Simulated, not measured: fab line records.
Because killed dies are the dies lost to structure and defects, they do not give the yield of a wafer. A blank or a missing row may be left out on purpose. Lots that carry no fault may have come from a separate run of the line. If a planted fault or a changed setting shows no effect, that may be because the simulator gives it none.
fab line records	flow n5_finfet
[record] lots = 7	wafers = 21
route steps=1938 shown FIN_SAQP@96 STI_FIN_REVEAL@190 SD_EPI_N@263 HKMG_FIN@403
start_h: hours from the record's first day to the start of the lot's first wafer shown	wait_h: hours elapsed since this lot's preceding step	" repeats the value in the row above	L1.1+2: a row that stands for several wafers	- either no value or no given start	* or withheld: withheld	< > ~ a bound
route shown NAME@n: names a module that has steps shown in the file, with the first one's number in the route	usual: average and standard deviation across the fault-free wafers	same: alike in all rows	chamber/n: place in a boat	sites: readings site by site	_std_site: standard deviation of those values	_edge_site: the outer-site mean with the inner-site mean subtracted	radius_mm: how far each site lies from the wafer's centre	mask NAME#n: copy n	behind: the most recent tool/chamber to have shaped the wafer	hold: cause of the lot's hold/its duration in hours/its outcome	device: the n, p or np transistor that did not switch	end of line: the same wafers' tests at the end of the route	for a step that has no rows: nothing shown but its recipe	killed: count of dies lost to structure and defects at first sort (not the wafer's yield)	map: a wafer's dies, marking killed ones x, the rest . and places with no die _
set.NAME: the setting that was run; set.NAME@STEP: the one run at that earlier step	model.NAME: the simulator's own value behind a step, which no gauge read
lots with deliberately changed settings; one table per step, one row per wafer
[[steps]]
[step N5_FIN_SAQP_HM_DEP_03]
[recipe] material = SiNx	target_thk_a = 380	temp_c = 400	precursor = SiH4/NH3/N2	pressure_torr = 1.5	rf_w = 300	time_s = 33.6
lot.wafer	tool	chamber	start_h	wait_h	set.time_s	model.SiNx_of_FIN_SAQP_HM_DEP_03.thk_nm
L075.1	pecvd-03	1	28.74	0.2	33.6	37.63
L075.3	"	0	"	"	38.37	43.48
L075.4	"	1	"	"	38.37	43.7
L079.1	pecvd-03	0	50.64	0.2	33.6	37.77
L079.3	"	2	"	"	30.62	34.48
L079.5	"	2	"	"	33.6	38.2
L081.2	pecvd-03	2	63.15	0.2	33.6	37.32
L081.4	"	1	"	"	33.6	37.8
L081.6	"	0	"	"	33.6	38.41
L083.1	pecvd-03	1	75.26	0.2	33.6	37.96
L083.4	"	0	"	"	37.43	43.12
L083.5	"	1	"	"	33.6	38.73
L085.1	pecvd-02	0	87.79	0.2	33.6	37.46
L085.2	"	1	"	"	33.6	37.37
L085.6	"	2	"	"	33.6	38
L087.1	pecvd-01	1	99.73	0.2	32.14	36.19
L087.2	"	0	"	"	33.6	37.82
L087.3	"	2	"	"	33.6	38.09
L097.1	pecvd-01	0	158.88	0.2	33.6	37.16
L097.3	"	1	"	"	33.6	37.26
L097.5	"	2	"	"	33.6	38.27
[step N5_FIN_SAQP_THK_MEAS_05]
[usual] thk_nm = 38.0/0.52
lot.wafer	tool	chamber	start_h	wait_h	set.time_s@FIN_SAQP_HM_DEP_03	thk_nm
L075.1	film_metro-01	-	28.86	0.1	33.6	37.6
L075.3	"	-	"	"	38.37	43.5
L075.4	"	-	"	"	38.37	43.7
L079.1	film_metro-01	-	50.73	0.1	33.6	37.7
L079.3	"	-	"	"	30.62	34.5
L079.5	"	-	"	"	33.6	38.2
L081.2	film_metro-01	-	63.24	0.1	33.6	37.3
L081.4	"	-	"	"	33.6	37.8
L081.6	"	-	"	"	33.6	38.4
L083.1	film_metro-01	-	75.34	0.1	33.6	38.0
L083.4	"	-	"	"	37.43	43.1
L083.5	"	-	"	"	33.6	38.8
L085.1	film_metro-01	-	87.87	0.1	33.6	37.5
L085.2	"	-	"	"	33.6	37.4
L085.6	"	-	"	"	33.6	38.0
L087.1	film_metro-01	-	99.81	0.1	32.14	36.2
L087.2	"	-	"	"	33.6	37.8
L087.3	"	-	"	"	33.6	38.1
L097.1	film_metro-02	-	158.96	0.1	33.6	37.1
L097.3	"	-	"	"	33.6	37.3
L097.5	"	-	"	"	33.6	38.3
[step N5_FIN_SAQP_EXPOSE_13]
[recipe] mask_id = FIN_CORE	na = 1.35	source_shape = dipole	sigma_inner = 0.538	sigma_outer = 0.738	polarization = te	target_cd_nm = 35.6	dose_mj = 63.25
lot.wafer	tool	chamber	start_h	wait_h	mask	set.dose_mj
L075.1	arfi_scanner-03	0	29.51	-	FIN_CORE#0	58.57
L075.3+4	"	0	"	"	FIN_CORE#0	63.25
L079.1	arfi_scanner-03	0	51.29	-	FIN_CORE#0	63.25
L079.3+5	"	0	"	"	FIN_CORE#0	65.92
L081.2	arfi_scanner-03	0	63.80	-	FIN_CORE#0	59.11
L081.4+6	"	0	"	"	FIN_CORE#0	63.25
L083.1+4+5	arfi_scanner-03	0	76.00	-	FIN_CORE#0	63.25
L085.1+2+6	arfi_scanner-01	0	88.31	-	FIN_CORE#0	63.25
L087.1+2+3	arfi_scanner-03	0	100.25	-	FIN_CORE#0	63.25
L097.1	arfi_scanner-03	0	159.55	-	FIN_CORE#0	65.65
L097.3+5	"	0	"	"	FIN_CORE#0	63.25
[step N5_FIN_SAQP_PEB_14]
[recipe] peb_temp_c = withheld	peb_time_s = 60	resist = CAR-ArF
[step N5_FIN_SAQP_DEVELOP_15]
[recipe] develop_time_s = 30	developer = TMAH	resist = CAR-ArF	dev_temp_c = 23	rinse_liquid = diw	dry = air_spin
[step N5_FIN_SAQP_CD_MEAS_16]
[recipe] target_cd_nm = 35.6	landing_energy_ev = 500	detector = se_inlens
[usual] cd_nm = 35.5/0.34
lot.wafer	tool	chamber	start_h	wait_h	set.dose_mj@FIN_SAQP_EXPOSE_13	cd_nm
L075.1	cd_sem-01	0	29.64	-	58.57	37.7
L075.3	"	0	"	"	63.25	34.9
L075.4	"	0	"	"	63.25	35.2
L079.1	cd_sem-01	0	51.42	-	63.25	35.5
L079.3	"	0	"	"	65.92	34.2
L079.5	"	0	"	"	65.92	34.8
L081.2	cd_sem-02	0	63.93	-	59.11	37.2
L081.4	"	0	"	"	63.25	35.4
L081.6	"	0	"	"	63.25	35.4
L083.1	cd_sem-03	0	76.13	-	63.25	35.7
L083.4	"	0	"	"	63.25	35.4
L083.5	"	0	"	"	63.25	35.4
L085.1	cd_sem-02	0	88.44	-	63.25	35.9
L085.2	"	0	"	"	63.25	35.0
L085.6	"	0	"	"	63.25	35.5
L087.1	cd_sem-03	0	100.38	-	63.25	35.1
L087.2	"	0	"	"	63.25	35.7
L087.3	"	0	"	"	63.25	34.5
L097.1	cd_sem-03	0	159.68	-	65.65	34.3
L097.3	"	0	"	"	63.25	35.8
L097.5	"	0	"	"	63.25	35.0
[step N5_FIN_SAQP_MANDREL2_REMOVE_60]
[recipe] chemistry = HBr/Cl2/O2	bt_time_s = 10	target = a-Si	stop_on = SiNx	endpoint = OES-SiCl	over_etch_frac = 1	icp_w = 600	bias_w = 22	HBr_flow_sccm = 150	Cl2_flow_sccm = 80	O2_flow_sccm = 5	pressure_mtorr = 10
[step N5_FIN_SAQP_HM_OPEN_33]
[recipe] chemistry = CH3F/O2	target = SiNx	mask_material = SiO2	target_depth_a = 494	time_s = 70.6	pressure_mtorr = 30	source_w = 395	bias_w = 73	Ar_flow_sccm = 150	CH3F_flow_sccm = 30	O2_flow_sccm = 20	ion_energy_ev = 120	ends = cleared
[usual] etch_rf_on_time_s = 69.3/1.6
lot.wafer	tool	chamber	start_h	wait_h	set.time_s@FIN_SAQP_HM_DEP_03	etch_rf_on_time_s	model.etch.depth_nm
L075.1	rie_diel-05	1	34.49	0.1	33.6	68.0	37
L075.3	"	0	"	"	38.37	76.8	42.73
L075.4	"	0	"	"	38.37	77.8	43.07
L079.1	rie_diel-06	2	55.33	0.3	33.6	68.2	37.14
L079.3	"	1	"	"	30.62	61.7	33.85
L079.5	"	2	"	"	33.6	69.2	37.57
L081.2	rie_diel-04	0	67.91	0.0	33.6	69.6	36.42
L081.4	"	3	"	"	33.6	68.4	37.18
L081.6	"	0	"	"	33.6	71.3	37.78
L083.1	rie_diel-04	0	80.23	0.0	33.6	71.4	37.33
L083.4	"	1	"	"	37.43	79.1	42.5
L083.5	"	2	"	"	33.6	69.3	38.1
L085.1	rie_diel-04	2	92.33	0.0	33.6	67.0	36.83
L085.2	"	0	"	"	33.6	70.5	36.48
L085.6	"	0	"	"	33.6	71.4	37.11
L087.1	rie_diel-04	0	105.84	0.0	32.14	68.4	35.56
L087.2	"	1	"	"	33.6	69.0	37.15
L087.3	"	2	"	"	33.6	68.1	37.47
L097.1	rie_diel-04	3	163.67	0.2	33.6	68.2	36.48
L097.3	"	0	"	"	33.6	70.5	36.64
L097.5	"	3	"	"	33.6	69.9	37.64
[step N5_FIN_SAQP_ETCH_34]
[recipe] chemistry = C4F6/O2	target = SiO2	target_depth_a = 450	time_s = 15	ion_energy_ev = 250	pressure_mtorr = 30	source_w = 345	bias_w = 185	Ar_flow_sccm = 300	C4F6_flow_sccm = 10	O2_flow_sccm = 10	ends = cleared
[step N5_FIN_SAQP_STRIP_77]
[recipe] chemistry = N2/H2	time_s = 90	power_w = 100	temp_c = 40	pressure_mtorr = 100	rf_frequency_hz = 6e+07	bias_power_w = 3	n2_flow_sccm = 300	h2_flow_sccm = 300
[step N5_FIN_SAQP_ETCH_64]
[recipe] chemistry = CF4	target = SiO2	target_depth_a = 15	ion_energy_ev = 350	pressure_mtorr = 10	icp_w = 800	bias_w = 400	cf4_flow_sccm = 80
[step N5_FIN_SAQP_FIN_ETCH_36]
[recipe] chemistry = HBr/Cl2/O2	target_depth_a = 1200	mask_material = SiNx	time_s = 50.4	bias_w = 102	pressure_mtorr = 10	icp_w = 800	HBr_flow_sccm = 150	Cl2_flow_sccm = 80	O2_flow_sccm = 12
lot.wafer	tool	chamber	start_h	wait_h	set.time_s@FIN_SAQP_HM_DEP_03	model.SiNx_of_FIN_SAQP_HM_DEP_03.thk_nm
L075.1	rie_si-03	1	34.78	0.0	33.6	20.6
L075.3	"	0	"	"	38.37	26.4
L075.4	"	3	"	"	38.37	26.8
L079.1	rie_si-03	1	55.61	0.0	33.6	20.8
L079.3	"	2	"	"	30.62	18.2
L079.5	"	0	"	"	33.6	21.2
L081.2	rie_si-01	2	68.19	0.0	33.6	21
L081.4	"	3	"	"	33.6	20.6
L081.6	"	2	"	"	33.6	22.2
L083.1	rie_si-06	0	80.52	0.0	33.6	21
L083.4	"	3	"	"	37.43	26.4
L083.5	"	1	"	"	33.6	22.2
L085.1	rie_si-06	1	92.62	0.0	33.6	21
L085.2	"	0	"	"	33.6	20.2
L085.6	"	1	"	"	33.6	21.4
L087.1	rie_si-06	3	106.13	0.0	32.14	19.6
L087.2	"	0	"	"	33.6	20.8
L087.3	"	1	"	"	33.6	21.6
L097.1	rie_si-03	3	163.95	0.0	33.6	20.6
L097.3	"	0	"	"	33.6	20.4
L097.5	"	2	"	"	33.6	22
[step N5_STI_FIN_REVEAL_ETCHBACK_08]
[recipe] chemistry = C4F6/O2	target = SiO2	target_depth_a = 305	time_s = 10.167	ion_energy_ev = 250	pressure_mtorr = 30	source_w = 345	bias_w = 185	Ar_flow_sccm = 300	C4F6_flow_sccm = 10	O2_flow_sccm = 10
lot.wafer	tool	chamber	start_h	wait_h	set.time_s
L075.1+3	rie_diel-04	0,3	44.25	0.2	10.167
L075.4	"	2	"	"	8.354
L079.1+3	rie_diel-06	3,2	63.04	0.2	10.167
L079.5	"	3	"	"	9.541
L081.2+4+6	rie_diel-06	0,3,3	75.51	0.2	10.167
L083.1	rie_diel-05	0	88.64	0.3	12.2
L083.4+5	"	2,1	"	"	10.167
L085.1+2+6	rie_diel-06	1,3,0	100.75	0.2	10.167
L087.1+3	rie_diel-05	0,3	113.89	0.3	10.167
L087.2	"	2	"	"	8.726
L097.1	rie_diel-06	1	171.68	0.2	8.557
L097.3+5	"	2,1	"	"	10.167
[step N5_STI_FIN_REVEAL_STRIP_24]
[recipe] chemistry = N2/H2	time_s = 90	power_w = 100	temp_c = 40	pressure_mtorr = 100	rf_frequency_hz = 6e+07	bias_power_w = 3	n2_flow_sccm = 300	h2_flow_sccm = 300
[step N5_STI_FIN_REVEAL_PRECLEAN_25]
[recipe] chemistry = SPM	time_s = 90	temp_c = 120	mix = 4:1
[step N5_STI_FIN_REVEAL_SRD_23]
[recipe] dry = ipa_marangoni	time_s = 30	temp_c = 23	rinse_liquid = diw
[step N5_STI_FIN_REVEAL_FIN_H_MEAS_10]
[usual] trench_depth_nm = 51.9/0.66
lot.wafer	tool	chamber	start_h	wait_h	set.time_s@STI_FIN_REVEAL_ETCHBACK_08	trench_depth_nm
L075.1	ocd-01	-	47.20	0.0	10.167	51.9
L075.3	"	-	"	"	10.167	52.4
L075.4	"	-	"	"	8.354	47.7
L079.1	ocd-02	-	65.99	0.0	10.167	50.7
L079.3	"	-	"	"	10.167	51.8
L079.5	"	-	"	"	9.541	49.5
L081.2	ocd-01	-	78.71	0.0	10.167	51.3
L081.4	"	-	"	"	10.167	50.9
L081.6	"	-	"	"	10.167	50.9
L083.1	ocd-02	-	91.86	0.0	12.2	58.8
L083.4	"	-	"	"	10.167	52.1
L083.5	"	-	"	"	10.167	52.5
L085.1	ocd-02	-	104.03	0.0	10.167	52.8
L085.2	"	-	"	"	10.167	51.0
L085.6	"	-	"	"	10.167	51.4
L087.1	ocd-02	-	116.90	0.0	10.167	52.5
L087.2	"	-	"	"	8.726	47.4
L087.3	"	-	"	"	10.167	51.6
L097.1	ocd-02	-	174.65	0.0	8.557	47.3
L097.3	"	-	"	"	10.167	52.8
L097.5	"	-	"	"	10.167	53.1
[step N5_SD_EPI_N_COAT_33]
[recipe] resist = SiARC	temp_c = 220	time_s = 60	spin_rpm = 1500	resist_thk_nm = 35
lot.wafer	tool	chamber	start_h	wait_h	set.spin_rpm	model.SiARC_of_SD_EPI_N_COAT_33.thk_nm
L075.1+3	litho_track-04	0	-	-	1500	34.8
L075.4	"	0	"	"	1602	33.8
L079.1	litho_track-01	0	-	-	1432	35.8
L079.3	"	0	"	"	1500	35
L079.5	"	0	"	"	1500	34.8
L081.2+4	litho_track-01	0	-	-	1500	35
L081.6	"	0	"	"	1625	33.6
L083.1	litho_track-05	0	-	-	1500	35
L083.4	"	0	"	"	1437	35.8
L083.5	"	0	"	"	1437	35.6
L085.1+2+6	litho_track-01	0	-	-	1500	35
L087.1	litho_track-05	0	-	-	1500	35
L087.2+3	"	0	"	"	1500	34.8
L097.1	litho_track-05	0	-	-	1500	35
L097.3+5	"	0	"	"	1444	35.6
[step N5_SD_EPI_N_PEB_07]
[recipe] peb_temp_c = 110	peb_time_s = 60	resist = CAR-ArF-block
lot.wafer	tool	chamber	start_h	wait_h	set.peb_temp_c
L075.1+4	litho_track-01	0	58.15	0.1	110
L075.3	"	0	"	"	108.6
L079.1+5	litho_track-05	0	77.99	0.1	112.2
L079.3	"	0	"	"	110
L081.2+4+6	litho_track-05	0	89.59	0.0	112.5
L083.1+4	litho_track-01	0	102.83	0.1	111.7
L083.5	"	0	"	"	110
L085.1+2+6	litho_track-01	0	117.62	0.1	110
L087.1+2+3	litho_track-04	0	128.81	0.1	110
L097.1+5	litho_track-05	0	189.76	0.1	110
L097.3	"	0	"	"	108
[step N5_SD_EPI_N_DEVELOP_08]
[recipe] develop_time_s = 30	developer = TMAH	resist = CAR-ArF-block	dev_temp_c = 23	rinse_liquid = diw	dry = air_spin
[step N5_SD_EPI_N_CD_MEAS_09]
[recipe] target_cd_nm = 120	landing_energy_ev = 500	detector = se_inlens
[usual] cd_nm = 119.4/0.73
lot.wafer	tool	chamber	start_h	wait_h	set.peb_temp_c@SD_EPI_N_PEB_07	cd_nm
L075.1	cd_sem-02	0	58.22	-	110	119.8
L075.3	"	0	"	"	108.6	115.5
L075.4	"	0	"	"	110	119.3
L079.1	cd_sem-03	0	78.05	-	112.2	126.0
L079.3	"	0	"	"	110	119.7
L079.5	"	0	"	"	112.2	125.2
L081.2	cd_sem-02	0	89.66	-	112.5	126.4
L081.4	"	0	"	"	112.5	126.3
L081.6	"	0	"	"	112.5	127.3
L083.1	cd_sem-03	0	102.89	-	111.7	123.8
L083.4	"	0	"	"	111.7	122.7
L083.5	"	0	"	"	110	119.7
L085.1	cd_sem-03	0	117.68	-	110	118.0
L085.2	"	0	"	"	110	119.1
L085.6	"	0	"	"	110	119.2
L087.1	cd_sem-01	0	128.87	-	110	120.0
L087.2	"	0	"	"	110	119.6
L087.3	"	0	"	"	110	118.7
L097.1	cd_sem-02	0	189.83	-	110	119.8
L097.3	"	0	"	"	108	113.4
L097.5	"	0	"	"	110	119.3
[step N5_SD_EPI_N_DESCUM_14]
[recipe] chemistry = O2	time_s = 7.9	source_power_w = 50	bias_power_w = 20	pressure_mtorr = 20	rf_frequency_hz = 2.712e+07	temp_c = 40	resist = CAR-ArF-block	o2_flow_sccm = 225
lot.wafer	tool	chamber	start_h	wait_h	set.peb_temp_c@SD_EPI_N_PEB_07	model.SD_EPI_N.cd_nm
L075.1	rie_diel-06	1	58.31	0.0	110	120
L075.3	"	2	"	"	108.6	115.8
L075.4	"	3	"	"	110	119.2
L079.1	rie_diel-05	2	78.17	0.1	112.2	125.8
L079.3	"	1	"	"	110	119.4
L079.5	"	1	"	"	112.2	125.4
L081.2	rie_diel-05	0	89.75	0.0	112.5	126.4
L081.4	"	2	"	"	112.5	126.6
L081.6	"	0	"	"	112.5	127.2
L083.1	rie_diel-05	3	102.98	0.0	111.7	123.8
L083.4	"	2	"	"	111.7	-
L083.5	"	1	"	"	110	119.4
L085.1	rie_diel-04	2	117.77	0.0	110	118.2
L085.2	"	1	"	"	110	119
L085.6	"	2	"	"	110	119.4
L087.1	rie_diel-05	2	128.96	0.0	110	120
L087.2	"	3	"	"	110	119.6
L087.3	"	1	"	"	110	118.6
L097.1	rie_diel-04	1	189.92	0.0	110	119.6
L097.3	"	3	"	"	108	113.6
L097.5	"	0	"	"	110	119.4
[step N5_SD_EPI_N_ETCH_34]
[recipe] chemistry = CF4	target = SiARC	target_depth_a = 455	mask_material = CAR-ArF-block	time_s = 75.8	ion_energy_ev = 80	pressure_mtorr = 40	source_w = 545	bias_w = 36	Ar_flow_sccm = 100	cf4_flow_sccm = 100	ends = cleared
lot.wafer	tool	chamber	start_h	wait_h	set.spin_rpm@SD_EPI_N_COAT_33	model.etch.depth_nm	model.CAR-ArF-block_of_SD_EPI_N_COAT_03.thk_nm
L075.1	rie_diel-06	1	58.34	0.0	1500	34.8	111
L075.3	"	2	"	"	1500	34.89	111.2
L075.4	"	3	"	"	1602	33.85	112.4
L079.1	rie_diel-05	2	78.21	0.0	1432	35.82	109.8
L079.3	"	1	"	"	1500	35	110.4
L079.5	"	1	"	"	1500	34.89	110.4
L081.2	rie_diel-05	0	89.78	0.0	1500	34.95	110.6
L081.4	"	2	"	"	1500	35	110.6
L081.6	"	0	"	"	1625	33.68	112.4
L083.1	rie_diel-05	3	103.02	0.0	1500	34.94	110.4
L083.4	"	2	"	"	1437	35.74	109.6
L083.5	"	1	"	"	1437	35.62	109.6
L085.1	rie_diel-04	2	117.81	0.0	1500	34.95	110
L085.2	"	1	"	"	1500	34.95	110.6
L085.6	"	2	"	"	1500	34.96	110.4
L087.1	rie_diel-05	2	129.00	0.0	1500	34.91	110.8
L087.2	"	3	"	"	1500	34.82	110.4
L087.3	"	1	"	"	1500	34.9	110.8
L097.1	rie_diel-04	1	189.95	0.0	1500	34.96	111.4
L097.3	"	3	"	"	1444	35.6	110.6
L097.5	"	0	"	"	1444	35.59	110.4
[step N5_SD_EPI_N_ETCH_35]
[recipe] chemistry = N2/H2	target = SOC	overetch_a = 1080	mask_material = SiARC	temp_c = 40	ion_energy_ev = 100	source_w = 3000	bias_w = 133	pressure_mtorr = 20	time_s = 486	n2_flow_sccm = 200	h2_flow_sccm = 200
lot.wafer	tool	chamber	start_h	wait_h	set.peb_temp_c@SD_EPI_N_PEB_07	model.SD_EPI_N.cd_nm
L075.1	rie_diel-06	1	58.40	0.0	110	120.4
L075.3	"	2	"	"	108.6	116
L075.4	"	3	"	"	110	119.4
L079.1	rie_diel-05	2	78.26	0.0	112.2	122.6
L079.3	"	1	"	"	110	116.6
L079.5	"	1	"	"	112.2	123.2
L081.2	rie_diel-05	0	89.84	0.0	112.5	125.4
L081.4	"	2	"	"	112.5	125
L081.6	"	0	"	"	112.5	126
L083.1	rie_diel-05	3	103.07	0.0	111.7	122.8
L083.4	"	2	"	"	111.7	122.4
L083.5	"	1	"	"	110	119.4
L085.1	rie_diel-04	2	117.86	0.0	110	119.2
L085.2	"	1	"	"	110	118.8
L085.6	"	2	"	"	110	120.6
L087.1	rie_diel-05	2	129.05	0.0	110	118.6
L087.2	"	3	"	"	110	116.8
L087.3	"	1	"	"	110	118.2
L097.1+5	rie_diel-04	1,0	190.01	0.0	110	119.4
L097.3	"	3	"	"	108	113.6
[step N5_SD_EPI_N_STRIP_36]
[recipe] chemistry = N2/H2	temp_c = 40	n2_flow_sccm = 200	h2_flow_sccm = 200	rf_frequency_hz = 6e+07
[step N5_SD_EPI_N_ETCHBACK_44]
[recipe] chemistry = CH3F/O2	mode = anisotropic_etchback	target = SiNx	target_depth_a = 145	stop_on = SiO2	over_etch_frac = 0.3	ion_energy_ev = 120	pressure_mtorr = 30	source_w = 395	bias_w = 73	Ar_flow_sccm = 150	CH3F_flow_sccm = 30	O2_flow_sccm = 20
lot.wafer	tool	chamber	start_h	wait_h	set.peb_temp_c@SD_EPI_N_PEB_07	model.SD_EPI_N.cd_nm
L075.1	rie_diel-06	1	58.72	0.0	110	120.4
L075.3	"	2	"	"	108.6	115.8
L075.4	"	3	"	"	110	119.4
L079.1	rie_diel-05	2	78.59	0.0	112.2	122.6
L079.3	"	1	"	"	110	116.4
L079.5	"	1	"	"	112.2	123.2
L081.2	rie_diel-05	0	90.16	0.0	112.5	125.4
L081.4	"	2	"	"	112.5	125
L081.6	"	0	"	"	112.5	126
L083.1	rie_diel-05	1	103.40	0.0	111.7	122.8
L083.4	"	0	"	"	111.7	122.6
L083.5	"	1	"	"	110	119.4
L085.1	rie_diel-04	2	118.19	0.0	110	119.2
L085.2	"	1	"	"	110	118.6
L085.6	"	2	"	"	110	120.6
L087.1	rie_diel-05	2	129.38	0.0	110	118.8
L087.2	"	3	"	"	110	116.8
L087.3	"	1	"	"	110	118.2
L097.1+5	rie_diel-04	1,0	190.33	0.0	110	119.4
L097.3	"	3	"	"	108	113.6
[step N5_HKMG_FIN_ETCH_55]
[recipe] chemistry = N2/H2	target = SOC	target_depth_a = 2400	temp_c = 40	time_s = 300	ion_energy_ev = 200	mask_material = SiARC	pressure_mtorr = 30	source_w = 840	bias_w = 150	n2_flow_sccm = 200	h2_flow_sccm = 200
lot.wafer	tool	chamber	start_h	wait_h	set.time_s	model.etch.depth_nm	model.HKMG_FIN.feature_depth_nm
L075.1	rie_diel-04	3	80.70	0.0	350	286.3	286.4
L075.3	"	0	"	"	300	231	231
L075.4	"	3	"	"	300	241	241
L079.1	rie_diel-06	1	101.42	0.0	300	247.8	247.8
L079.3	"	2	"	"	317.8	260.1	260
L079.5	"	2	"	"	300	244.7	244.6
L081.2	rie_diel-06	2	113.20	0.0	300	244.6	244.6
L081.4	"	0	"	"	300	237.3	237.2
L081.6	"	1	"	"	300	247	247
L083.1	rie_diel-04	1	126.39	0.0	300	238.6	238.6
L083.4	"	3	"	"	262	215	215
L083.5	"	0	"	"	262	203.6	203.6
L085.1	rie_diel-05	1	142.22	0.0	300	236.8	236.8
L085.2	"	2	"	"	300	228.9	228.8
L085.6	"	2	"	"	300	229.5	229.4
L087.1	rie_diel-06	2	156.25	0.0	300	243	243
L087.2	"	0	"	"	300	235.8	235.8
L087.3	"	1	"	"	300	243.6	243.6
L097.1	rie_diel-06	0	212.67	0.0	300	237.4	237.4
L097.3	"	1	"	"	262.7	215.4	215.4
L097.5	"	3	"	"	262.7	220.5	220.6
[[key]]
[split] step = N5_FIN_SAQP_HM_DEP_03	setting = time_s	stated = 33.6	by = wafer
[response] step = N5_FIN_SAQP_HM_DEP_03	reading = model.SiNx_of_FIN_SAQP_HM_DEP_03.thk_nm	change = +0.415	per = 1%	r = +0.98
[response] step = N5_FIN_SAQP_THK_MEAS_05	reading = thk_nm	change = *	per = 1%	r = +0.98
[response] step = N5_FIN_SAQP_HM_OPEN_33	reading = etch_rf_on_time_s	change = *	per = 1%	r = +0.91
[response] step = N5_FIN_SAQP_HM_OPEN_33	reading = model.etch.depth_nm	change = +0.412	per = 1%	r = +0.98
[response] step = N5_FIN_SAQP_FIN_ETCH_36	reading = model.SiNx_of_FIN_SAQP_HM_DEP_03.thk_nm	change = +0.4	per = 1%	r = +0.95
[split] step = N5_FIN_SAQP_EXPOSE_13	setting = dose_mj	stated = 63.25	by = wafer
[response] step = N5_FIN_SAQP_CD_MEAS_16	reading = cd_nm	change = -0.303	per = 1%	r = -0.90
[split] step = N5_STI_FIN_REVEAL_ETCHBACK_08	setting = time_s	stated = 10.167	by = wafer
[response] step = N5_STI_FIN_REVEAL_FIN_H_MEAS_10	reading = trench_depth_nm	change = +0.312	per = 1%	r = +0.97
[split] step = N5_SD_EPI_N_COAT_33	setting = spin_rpm	stated = 1500	by = wafer
[response] step = N5_SD_EPI_N_COAT_33	reading = model.SiARC_of_SD_EPI_N_COAT_33.thk_nm	change = -0.165	per = 1%	r = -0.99
[response] step = N5_SD_EPI_N_ETCH_34	reading = model.etch.depth_nm	change = -0.161	per = 1%	r = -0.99
[response] step = N5_SD_EPI_N_ETCH_34	reading = model.CAR-ArF-block_of_SD_EPI_N_COAT_03.thk_nm	change = +0.198	per = 1%	r = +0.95
[split] step = N5_SD_EPI_N_PEB_07	setting = peb_temp_c	stated = 110	by = wafer
[response] step = N5_SD_EPI_N_CD_MEAS_09	reading = cd_nm	change = +2.95	per = 1%	r = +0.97
[response] step = N5_SD_EPI_N_DESCUM_14	reading = model.SD_EPI_N.cd_nm	change = +3.09	per = 1%	r = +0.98
[response] step = N5_SD_EPI_N_ETCH_35	reading = model.SD_EPI_N.cd_nm	change = +2.92	per = 1%	r = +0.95
[response] step = N5_SD_EPI_N_ETCHBACK_44	reading = model.SD_EPI_N.cd_nm	change = +2.99	per = 1%	r = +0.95
[split] step = N5_HKMG_FIN_ETCH_55	setting = time_s	stated = 300	by = wafer
[response] step = N5_HKMG_FIN_ETCH_55	reading = model.etch.depth_nm	change = +2.44	per = 1%	r = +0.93
[response] step = N5_HKMG_FIN_ETCH_55	reading = model.HKMG_FIN.feature_depth_nm	change = +2.44	per = 1%	r = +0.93
